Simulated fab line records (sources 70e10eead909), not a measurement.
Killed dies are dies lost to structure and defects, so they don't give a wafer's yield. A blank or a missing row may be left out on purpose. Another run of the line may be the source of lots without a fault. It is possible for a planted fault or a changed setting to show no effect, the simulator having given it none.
Chamber matching / flow nand-harc / NHARC_A_WL_FILL_ALD_00 on ald-hk-03 has 4 sister chambers
The step deposits Al2O3, target thk 3 nm, pulse time 3 s, ald cycles 30. 8 wafers are shown with their chamber, then 7 later ones without.

## EACH WAFER AND ITS CHAMBER
wafer=L729.2; chamber=0; heater-power-w (W)=473; precursor-pulse-height-rel=1.007
wafer=L732.5; chamber=0; heater-power-w (W)=479; precursor-pulse-height-rel=1.018
wafer=L734.6; chamber=2; heater-power-w (W)=461; precursor-pulse-height-rel=0.998
wafer=L736.1; chamber=3; heater-power-w (W)=524; precursor-pulse-height-rel=0.994
wafer=L736.2; chamber=2; heater-power-w (W)=470; precursor-pulse-height-rel=0.950
wafer=L736.3; chamber=1; heater-power-w (W)=486; precursor-pulse-height-rel=1.005
wafer=L741.2; chamber=1; heater-power-w (W)=458; precursor-pulse-height-rel=1.016
wafer=L741.4; chamber=3; heater-power-w (W)=486; precursor-pulse-height-rel=0.971

## WAFERS WITHOUT THEIR CHAMBER
wafer=L741.5; heater-power-w (W)=461; precursor-pulse-height-rel=1.007
wafer=L749.1; heater-power-w (W)=451; precursor-pulse-height-rel=1.024
wafer=L749.3; heater-power-w (W)=469; precursor-pulse-height-rel=0.999
wafer=L749.4; heater-power-w (W)=506; precursor-pulse-height-rel=1.009
wafer=L751.1; heater-power-w (W)=482; precursor-pulse-height-rel=1.018
wafer=L751.4; heater-power-w (W)=442; precursor-pulse-height-rel=1.001
wafer=L751.6; heater-power-w (W)=479; precursor-pulse-height-rel=1.001

## WHICH CHAMBER EACH WENT THROUGH
wafer=L741.5; from the rows above=can't be placed: 1 or 0 or 2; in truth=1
wafer=L749.1; from the rows above=can't be placed: 1 or 0 or 2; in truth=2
wafer=L749.3; from the rows above=can't be placed: 1 or 0 or 2 or 3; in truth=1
wafer=L749.4; from the rows above=can't be placed: 3 or 0 or 1 or 2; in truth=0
wafer=L751.1; from the rows above=can't be placed: 0 or 1 or 3 or 2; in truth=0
wafer=L751.4; from the rows above=can't be placed: 1 or 2 or 0 or 3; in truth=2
wafer=L751.6; from the rows above=can't be placed: 0 or 1 or 2 or 3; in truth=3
Correct placement for 0 of the 7. Can't be placed from these rows: 7 (the true chamber is among the candidates in 7). 0 placed wrongly.
How it was worked out, from the rows above alone: a wafer's distance from a chamber is the root of the sum, over the readings, of the square of ((its reading less the chamber's mean) divided by the reading's scatter). If the next closest chamber is less than 2 further off than the closest, the wafer can't be placed; otherwise it belongs to the closest. For every chamber, the mean is computed from those of its wafers that are shown. The scatter: take each reading less its chamber's mean, square it, sum over the shown wafers, divide by the number of wafers less the number of chambers, and take the root.
